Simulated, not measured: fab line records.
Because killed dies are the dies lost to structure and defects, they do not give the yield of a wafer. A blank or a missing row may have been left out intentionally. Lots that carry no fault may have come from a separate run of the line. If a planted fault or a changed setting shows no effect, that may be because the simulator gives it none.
fab line records -- flow nand-harc
record: lots: 12, wafers: 34, last-day: 24
route steps=1159 shown P_BONDPAD@386 A_ZERO_WELL@403 A_ONON_D1@438 END@1159
lots that met no fault: taken from a fault-free run of the same line
start-h: start of the lot's first displayed wafer, in hours after the record's first day -- wait-h: hours elapsed since this lot's preceding step -- " the same as in the row above -- L1.1+2: several wafers, shown together as one row -- - no value, or no start given -- * or withheld: withheld -- < > ~ a bound
route shown NAME@n: a module of which the file shows steps, and the number in the route of the first -- usual: the fault-free wafers' mean and standard deviation -- same: alike in all rows -- chamber/n: place in a boat -- sites: per-site readings -- _std_site: the values' standard deviation -- _edge_site: outer sites' mean less inner sites' -- radius-mm: for every site, how far away it sits from the centre of the wafer -- mask NAME#n: copy n -- behind: tool/chamber where the wafer was last shaped -- hold: reason for holding the lot/hours on hold/outcome of the hold -- device: names the non-switching transistor (n, p or np) -- end of line: the same wafers' tests at the end of the route -- for a step that has no rows: nothing shown but its recipe -- killed: the dies lost at the first sort to structure and to defects; this is not the yield of the wafer -- map: shows each die of a wafer: x if killed, . if not, _ if none is there
set.NAME: the setting that was run; set.NAME@STEP: the one run at that earlier step -- model.NAME: the simulator's own value behind a step, which no gauge read
one table for each step of the route and one row for each wafer, over a sample of lots
services: when a tool's chamber went out of use (start-h, in hours from the record's first day, below 0 if earlier), for how many hours, and the reason
== steps ==
step: NHARC_P_BONDPAD_ACTIVATE_29
recipe: time-s: 60, n2-flow-sccm: 200, ar-flow-sccm: 0, bias-power-w: 0, chemistry: N2
usual: drypump-motor-current-A: 6.0/0.42, mfc-ar-sccm: 0.0024/0.0028, oes-product-au: 0.999/0.0091, rf-vpp-V: 64.0/0.85, showerhead-plenum-p-Torr: 1.75/0.065
lot.wafer,tool,chamber,start-h,wait-h,drypump-motor-current-A,mfc-ar-sccm,oes-product-au,rf-hours-counter-h,rf-vpp-V,showerhead-plenum-p-Torr
L435.4,rie-diel-08,2,138.67,0.1,6.0,0,0.998,0,63.8,1.80
L435.2,rie-diel-08,0,138.67,0.1,5.8,0.0063,1.001,1,64.3,1.82
L435.6,rie-diel-08,2,138.67,0.1,6.0,0,1.008,-,64.0,1.80
L436.3,rie-diel-08,0,145.40,0.1,5.8,0.0063,1.000,1,64.7,1.82
L436.2,rie-diel-08,3,145.40,0.1,5.9,0,0.981,1,63.5,1.69
L436.5,rie-diel-08,1,145.40,0.1,6.8,0.0039,0.999,-,63.1,1.71
L437.3,rie-diel-08,3,149.33,0.1,5.9,0,0.994,1,64.3,1.69
L437.2,rie-diel-08,0,149.33,0.1,5.9,0.0063,1.013,2,62.9,1.82
L437.6,rie-diel-08,2,149.33,0.1,6.0,0,1.005,-,64.9,1.80
L438.3,rie-diel-08,0,155.14,0.1,5.8,0.0063,1.012,2,64.5,1.82
L438.2,rie-diel-08,1,155.14,0.1,6.8,0.0039,0.998,2,65.5,1.71
L438.5,rie-diel-08,3,155.14,0.1,5.9,0,0.989,-,63.6,1.69
L439.2,rie-diel-13,3,158.28,0.1,5.8,0,1.015,20,62.8,1.65
L439.3,rie-diel-13,1,158.28,0.1,5.4,0,1.008,15,65.5,1.80
L439.5,rie-diel-13,0,158.28,0.1,5.3,0.0067,0.987,-,66.2,1.84
L440.4,rie-diel-13,3,161.24,0.1,5.8,0,1.003,21,63.7,1.65
L440.3,rie-diel-13,0,161.24,0.1,5.4,0.0067,0.998,18,64.4,1.84
L440.5,rie-diel-13,3,161.24,0.1,5.8,0,1.012,-,62.8,1.65
L443.2,rie-diel-08,0,175.42,0.1,5.8,0.0063,0.999,4,64.7,1.82
L443.3,rie-diel-08,1,175.42,0.1,6.8,0.0039,0.999,4,62.8,1.71
L443.6,rie-diel-08,0,175.42,0.1,5.8,0.0063,1.012,-,64.7,1.82
L449.2,rie-diel-08,1,210.78,0.1,6.8,0.0039,0.985,8,63.0,1.71
L449.5,rie-diel-08,3,210.78,0.1,5.9,0,0.986,-,64.0,1.69
L449.6,rie-diel-08,0,210.78,0.1,5.8,0.0063,0.997,-,64.4,1.82
L448.3,rie-diel-08,2,212.09,0.1,6.0,0,0.988,7,63.9,1.80
L448.1,rie-diel-08,0,212.09,0.1,5.8,0.0063,1.006,8,65.5,1.82
L448.6,rie-diel-08,2,212.09,0.1,6.0,0,0.985,-,64.0,1.80
L447.3,rie-diel-08,3,212.56,0.1,5.9,0,0.996,7,63.5,1.69
L447.4,rie-diel-08,1,212.56,0.1,6.8,0.0039,0.986,8,63.7,1.71
L447.1,rie-diel-08,2,212.56,0.1,6.0,0,0.996,7,64.8,1.80
L456.4,rie-diel-08,0,265.67,0.2,5.8,0.0063,1.008,12,64.5,1.82
L456.6,rie-diel-08,0,265.67,0.2,5.8,0.0063,1.006,-,65.3,1.82
L458.5,rie-diel-08,0,280.87,0.3,5.8,0.0063,1.010,-,63.9,1.82
L458.6,rie-diel-08,1,280.87,0.3,6.8,0.0039,0.995,-,65.2,1.71
step: NHARC_A_ZERO_WELL_DESCUM_12
recipe: time-s: 3, o2-flow-sccm: 200, ar-flow-sccm: 0, bias-power-w: 0, chemistry: O2
usual: drypump-motor-current-A: 5.6/0.48, mfc-ar-sccm: 0.013/0.015, oes-product-au: 0.995/0.0081, rf-vpp-V: 57.6/0.94, showerhead-plenum-p-Torr: 1.86/0.071, throttle-valve-pct: 11.312/0.0098
lot.wafer,tool,chamber,start-h,wait-h,drypump-motor-current-A,mfc-ar-sccm,oes-product-au,rf-hours-counter-h,rf-vpp-V,showerhead-plenum-p-Torr,throttle-valve-pct
L435.4,rie-diel-09,2,139.96,-,6.4,0.033,1.007,2,56.7,1.81,11.324
L435.2,rie-diel-09,0,139.96,-,5.2,0,0.995,2,58.3,1.84,11.315
L435.6,rie-diel-09,3,139.96,-,6.2,0,0.999,-,58.3,1.86,11.322
L436.3,rie-diel-12,0,146.72,-,5.5,0.026,0.999,7,57.3,1.83,11.306
L436.2,rie-diel-12,1,146.72,-,5.8,0,0.990,8,58.3,1.89,11.313
L436.5,rie-diel-12,1,146.72,-,5.8,0,0.984,-,57.2,1.89,11.290
L437.3,rie-diel-12,0,150.62,-,5.5,0.026,0.997,8,58.7,1.83,11.324
L437.2,rie-diel-12,2,150.62,-,5.3,0,0.999,7,57.5,1.80,11.310
L437.6,rie-diel-12,0,150.62,-,5.5,0.026,0.996,-,56.7,1.83,11.302
L438.2,rie-diel-04,3,156.54,-,6.3,0,0.998,4,56.7,1.79,11.307
L438.3,rie-diel-04,0,156.54,-,5.9,0.012,0.992,4,56.5,2.03,11.307
L438.5,rie-diel-04,3,156.54,-,6.4,0,1.010,-,57.2,1.79,11.306
L439.3,rie-diel-12,0,159.57,-,5.5,0.026,1.002,8,59.1,1.83,11.305
L439.2,rie-diel-12,1,159.57,-,5.9,0,1.004,8,56.8,1.89,11.314
L439.5,rie-diel-12,3,159.57,-,5.0,0,1.004,-,58.9,1.89,11.301
L440.4,rie-diel-04,3,162.66,-,6.3,0,1.014,5,57.1,1.79,11.300
L440.3,rie-diel-04,0,162.66,-,5.9,0.012,0.995,5,59.3,2.03,11.319
L440.5,rie-diel-04,2,162.66,-,5.7,0.028,0.998,-,58.0,1.79,11.307
L443.2,rie-diel-09,1,176.80,-,5.1,0.024,1.003,5,59.4,1.98,11.316
L443.3,rie-diel-09,0,176.80,-,5.2,0,0.984,5,57.4,1.84,11.311
L443.6,rie-diel-09,1,176.80,-,5.1,0.024,0.990,-,57.9,1.98,11.314
L449.2,rie-diel-04,1,212.16,-,5.1,0.037,0.998,12,56.5,1.87,11.290
L449.6,rie-diel-04,3,212.16,-,6.4,0,0.989,-,59.0,1.79,11.316
L449.5,rie-diel-04,0,212.16,-,5.9,0.012,1.000,-,58.1,2.03,11.313
L448.1,rie-diel-09,0,213.37,-,5.2,0,0.980,8,56.6,1.84,11.320
L448.3,rie-diel-09,1,213.37,-,5.1,0.024,1.003,8,58.6,1.98,11.307
L448.6,rie-diel-09,3,213.37,-,6.2,0,0.986,-,59.1,1.86,11.323
L447.4,rie-diel-09,1,213.96,-,5.1,0.024,0.999,8,57.8,1.98,11.289
L447.1,rie-diel-09,2,213.96,-,6.4,0.033,0.996,8,57.6,1.81,11.303
L447.3,rie-diel-09,0,213.96,-,5.2,0,0.988,8,57.4,1.84,11.313
L456.4,rie-diel-12,3,266.99,-,5.0,0,0.992,5,57.5,1.89,11.311
L456.6,rie-diel-12,2,266.99,-,5.3,0,0.992,-,56.0,1.80,11.307
L458.6,rie-diel-12,3,282.25,-,5.0,0,1.009,-,55.3,1.89,11.324
L458.5,rie-diel-12,0,282.25,-,5.5,0.026,1.008,-,57.4,1.83,11.316
step: NHARC_A_ZERO_WELL_ETCH_13
recipe: target-depth-a: 1200, time-s: 40.1, hbr-flow-sccm: 150, cl2-flow-sccm: 50, rf-w: 400, icp-w: 400, bias-w: 100, chemistry: HBr/Cl2
usual: drypump-motor-current-A: 5.9/0.56, oes-product-au: 0.997/0.0095, throttle-valve-pct: 26.404/0.0095
lot.wafer,tool,chamber,start-h,wait-h,drypump-motor-current-A,oes-product-au,rf-hours-counter-h,throttle-valve-pct
L435.4,rie-si-03,1,140.16,-,5.5,1.003,1.3,26.402
L435.2,rie-si-03,0,140.16,-,6.7,1.002,1.3,26.425
L435.6,rie-si-03,1,140.16,-,5.5,0.999,-,26.397
L436.2,rie-si-03,0,146.94,-,6.7,1.004,1.3,26.408
L436.3,rie-si-03,2,146.94,-,6.3,1.021,1.2,26.403
L436.5,rie-si-03,3,146.94,-,6.8,0.996,-,26.401
L437.2,rie-si-02,2,150.83,-,6.2,0.987,0.7,26.408
L437.3,rie-si-02,3,150.83,-,5.9,0.994,0.6,26.400
L437.6,rie-si-02,1,150.83,-,5.1,0.993,-,26.406
L438.3,rie-si-02,0,156.74,-,5.3,1.001,0.8,26.416
L438.2,rie-si-02,2,156.74,-,6.2,1.001,0.8,26.400
L438.5,rie-si-02,2,156.74,-,6.2,1.000,-,26.403
L439.3,rie-si-04,1,159.76,-,5.9,1.007,0.3,26.383
L439.2,rie-si-04,2,159.76,-,6.3,0.999,0.4,26.398
L439.5,rie-si-04,2,159.76,-,6.3,0.990,-,26.396
L440.3,rie-si-02,2,162.87,-,6.2,0.995,0.9,26.397
L440.5,rie-si-02,2,162.87,-,6.2,0.995,-,26.401
L440.4,rie-si-02,3,162.87,-,5.9,0.989,-,26.417
L443.3,rie-si-03,3,177.02,-,6.8,0.981,0.1,26.405
L443.2,rie-si-03,1,177.02,-,5.5,0.981,0.1,26.406
L443.6,rie-si-03,3,177.02,-,6.8,0.982,-,26.397
L449.2,rie-si-03,2,212.44,-,6.3,1.001,0.3,26.408
L449.5,rie-si-03,3,212.44,-,6.9,0.983,-,26.385
L449.6,rie-si-03,0,212.44,-,6.7,1.008,-,26.391
L448.3,rie-si-04,0,213.57,-,5.0,1.003,0.8,26.403
L448.1,rie-si-04,1,213.57,-,5.9,0.998,0.9,26.410
L448.6,rie-si-04,1,213.57,-,5.9,0.997,-,26.419
L447.1,rie-si-03,2,214.23,-,6.3,0.994,0.4,26.413
L447.4,rie-si-03,3,214.23,-,6.8,0.992,0.4,26.401
L447.3,rie-si-03,0,214.23,-,6.7,1.010,0.4,26.395
L456.4,rie-si-04,0,267.22,-,4.9,1.000,1.1,26.410
L456.6,rie-si-04,1,267.22,-,5.9,0.991,-,26.398
L458.5,rie-si-02,2,282.47,-,6.2,0.991,-,26.402
L458.6,rie-si-02,3,282.47,-,5.9,1.006,-,26.412
step: NHARC_A_ONON_D1_DEP_19
recipe: target-thk-a: 10000, n2-flow-sccm: 2750, n2o-flow-sccm: 2000, nh3-flow-sccm: 500, sih4-flow-sccm: 210, temp-c: 400
usual: n2o-flow-sccm: 1999/5.3
lot.wafer,tool,chamber,start-h,wait-h,n2o-flow-sccm
L435.2,pecvd-onon-03,0,177.11,0.1,1997
L435.4,pecvd-onon-03,0,177.11,0.1,1994
L435.6,pecvd-onon-03,0,177.11,0.1,2004
L436.2,pecvd-onon-01,0,177.12,0.1,2001
L436.3,pecvd-onon-01,0,177.12,0.1,2005
L436.5,pecvd-onon-01,0,177.12,0.1,2000
L437.2,pecvd-onon-01,0,182.22,0.1,2001
L437.3,pecvd-onon-01,0,182.22,0.1,2007
L437.6,pecvd-onon-01,0,182.22,0.1,2001
L438.2,pecvd-onon-02,0,190.41,0.1,1994
L438.3,pecvd-onon-02,0,190.41,0.1,1987
L438.5,pecvd-onon-02,0,190.41,0.1,1996
L439.2,pecvd-onon-03,0,190.41,0.1,2009
L439.3,pecvd-onon-03,0,190.41,0.1,1995
L439.5,pecvd-onon-03,0,190.41,0.1,1999
L440.3,pecvd-onon-03,0,194.34,0.2,1995
L440.4,pecvd-onon-03,0,194.34,0.2,1996
L440.5,pecvd-onon-03,0,194.34,0.2,2004
L443.2,pecvd-onon-02,0,206.63,0.1,1993
L443.3,pecvd-onon-02,0,206.63,0.1,2001
L443.6,pecvd-onon-02,0,206.63,0.1,1996
L447.1,pecvd-onon-01,0,244.41,0.1,1989
L447.3,pecvd-onon-01,0,244.41,0.1,1998
L447.4,pecvd-onon-01,0,244.41,0.1,1993
L448.1,pecvd-onon-02,0,244.41,0.1,1996
L448.3,pecvd-onon-02,0,244.41,0.1,1988
L448.6,pecvd-onon-02,0,244.41,0.1,1996
L449.2,pecvd-onon-03,0,244.49,0.1,2000
L449.5,pecvd-onon-03,0,244.49,0.1,2001
L449.6,pecvd-onon-03,0,244.49,0.1,2007
L456.4,pecvd-onon-03,0,300.53,0.2,2000
L456.6,pecvd-onon-03,0,300.53,0.2,2000
L458.5,pecvd-onon-03,0,314.05,0.3,2003
L458.6,pecvd-onon-03,0,314.05,0.3,2002
step: NHARC_A_ONON_D1_THK_MEAS_21
recipe: thk-meas-gauge: ellipsometry
usual: thk-nm: 999/8.3
lot.wafer,tool,chamber,start-h,wait-h,thk-nm
L435.2,film-metro-02,-,177.56,-,1006
L435.4,film-metro-02,-,177.56,-,1003
L435.6,film-metro-02,-,177.56,-,1006
L436.2,film-metro-01,-,177.58,-,1000
L436.3,film-metro-01,-,177.58,-,1002
L436.5,film-metro-01,-,177.58,-,1001
L437.2,film-metro-02,-,182.68,-,998
L437.3,film-metro-02,-,182.68,-,999
L437.6,film-metro-02,-,182.68,-,1001
L438.2,film-metro-02,-,190.86,-,983
L438.3,film-metro-02,-,190.86,-,983
L438.5,film-metro-02,-,190.86,-,984
L439.2,film-metro-01,-,190.87,-,986
L439.3,film-metro-01,-,190.87,-,987
L439.5,film-metro-01,-,190.87,-,987
L440.3,film-metro-02,-,194.73,-,1010
L440.4,film-metro-02,-,194.73,-,1011
L440.5,film-metro-02,-,194.73,-,1010
L443.2,film-metro-01,-,207.09,-,991
L443.3,film-metro-01,-,207.09,-,990
L443.6,film-metro-01,-,207.09,-,992
L447.1,film-metro-02,-,244.92,-,1006
L447.3,film-metro-02,-,244.92,-,1008
L447.4,film-metro-02,-,244.92,-,1008
L448.1,film-metro-01,-,244.93,-,999
L448.3,film-metro-01,-,244.93,-,997
L448.6,film-metro-01,-,244.93,-,998
L449.2,film-metro-02,-,244.94,-,998
L449.5,film-metro-02,-,244.94,-,1000
L449.6,film-metro-02,-,244.94,-,997
L456.4,film-metro-01,-,300.86,-,1640
L456.6,film-metro-01,-,300.86,-,1639
L458.5,film-metro-02,-,314.34,-,993
L458.6,film-metro-02,-,314.34,-,1639
step: NHARC_END_SORT_01
recipe: temp-c: 25
usual: killed-at-array: 21/8.9, killed-at-other: 0.8/1.3, killed-at-periphery: 3.6/2.4, killed-dies: 26/8.9, killed-open: 3.1/1.8, killed-short: 1.9/1.3
same: gross-dies: 677
lot.wafer,tool,chamber,start-h,wait-h,killed-at-array,killed-at-other,killed-at-periphery,killed-dies,killed-open,killed-short
L447.4,prober-02,0,530.97,3.4,13,1,5,19,6,2
L456.4,prober-01,0,562.90,3.4,675,1,1,677,2,3
L456.6,prober-01,0,564.52,4.1,670,1,6,677,3,3
L458.5,prober-01,0,575.27,3.7,15,0,6,21,2,2
L458.6,prober-01,0,576.08,4.0,674,0,3,677,5,0
killed by level:class
L447.4 A_SLIT:chamber-film-flake=5 A_WL_FILL:geometric-particle:open=2 P_CONTACT:geometric-particle:open=1 P_CONTACT:geometric-particle:short=1 P_M1:geometric-particle:open=1 A_ONON_D1:geometric-particle:short=1 A_CONTACT:geometric-particle:open=1 A_M1:geometric-particle:open=1
L456.4 A_ONON_D1:area-dep=660 A_CHANNEL_HOLE_D1:chamber-film-flake=8 A_CONTACT:chamber-film-flake=3 A_CONTACT:geometric-particle:short=2 P_M1:geometric-particle:open=1 A_ONON_D1:geometric-particle:short=1 A_CONTACT:geometric-particle:open=1 THIN_TSV:chamber-film-flake=1
L456.6 A_ONON_D1:area-dep=660 P_ZERO_WELL:chamber-film-flake=4 A_CHANNEL_HOLE_D1:chamber-film-flake=3 A_ONON_D1:geometric-particle:short=2 P_GATE:geometric-particle:open=1 P_CONTACT:geometric-particle:open=1 A_ONON_D1:geometric-particle:open=1 A_CONTACT:geometric-particle:short=1
L458.5 A_CONTACT:chamber-film-flake=6 P_STI:chamber-film-flake=4 A_CHANNEL_HOLE_D1:chamber-film-flake=4 P_STI:geometric-particle:short=1 P_GATE:geometric-particle:open=1 A_CHANNEL_FILL_D1:geometric-particle:open=1 A_WL_FILL:geometric-particle:short=1 A_ZERO_WELL:chamber-film-flake=1
L458.6 A_ONON_D1:area-dep=653 A_CHANNEL_HOLE_D1:chamber-film-flake=10 A_CONTACT:chamber-film-flake=4 P_GATE:geometric-particle:open=1 A_CHANNEL_FILL_D1:geometric-particle:open=1 A_WL_FILL:geometric-particle:open=1 A_BLC:geometric-particle:open=1 A_M1:geometric-particle:open=1
== services ==
tool,chamber,start-h,hours,kind
rie-diel-08,-,124.80,9.0,pm
rie-si-02,0,125.94,10.1,repair
rie-diel-12,-,151.29,0.3,repair
rie-si-02,1,152.28,53.6,repair
pecvd-onon-03,-,153.21,13.0,pm
rie-si-03,-,155.00,9.0,pm
rie-si-03,3,181.26,9.9,repair
rie-diel-04,2,183.10,4.2,repair
rie-diel-12,1,186.84,4.1,repair
pecvd-onon-01,-,195.00,13.0,pm
rie-diel-04,2,195.37,6.4,repair
rie-diel-12,-,202.40,9.0,pm
rie-si-02,-,211.00,9.0,pm
rie-diel-08,2,217.48,6.4,repair
rie-si-03,3,233.18,12.1,repair
rie-diel-12,3,241.35,4.5,repair
rie-diel-09,1,251.15,1.3,repair
rie-diel-09,-,254.10,9.0,pm
rie-diel-08,0,256.90,5.9,repair
rie-diel-08,0,268.76,5.8,repair
rie-si-03,3,270.59,4.7,repair
rie-diel-09,3,297.50,4.9,repair
rie-diel-08,-,301.80,9.0,pm
rie-diel-12,-,304.08,0.4,repair
== key ==
first-sign: step: NHARC_A_ONON_D1_THK_MEAS_21, reading: thk-nm, direction: up, sigmas: 77, usual: 999, struck: 1639
effect: step: NHARC_END_SORT_01, reading: killed-at-array, direction: up, sigmas: 73, usual: 21, struck: 673
more-kills-born-at: NHARC_A_ONON_D1_DEP_19@pecvd-onon-03: 1973
met-at NHARC_A_ONON_D1_DEP_19
struck-lots L456,L458
struck-wafers L456.4,L456.6,L458.6
later-rows-left-out L456.4,L456.6,L458.6
tester-left-out L456,L458
not-acting-at NHARC_P_BONDPAD_ACTIVATE_29,NHARC_A_ZERO_WELL_DESCUM_12,NHARC_A_ZERO_WELL_ETCH_13
onset-between 244.49 300.53
fault: kind: process-parameter-drift, tool: pecvd-onon-03, chamber: -, onset-h: 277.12, steps: NHARC_A_ONON_D1_DEP_19, channel: target-thk-a, offset: *, shape: step, end-h: 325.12, scope: struck-wafers-only, acts-in: *, stated: *
tester-left-out: of these lots the tester's yield and bins aren't shown, on N5 and GAA mostly nor the transistor test; their killed dies are dies lost to structure and defects alone, not to doping, threshold or leakage, so they don't give the yield
later-rows-left-out: the simulator's readings of these wafers behind a module that went badly wrong aren't trusted and aren't shown, but for the sort
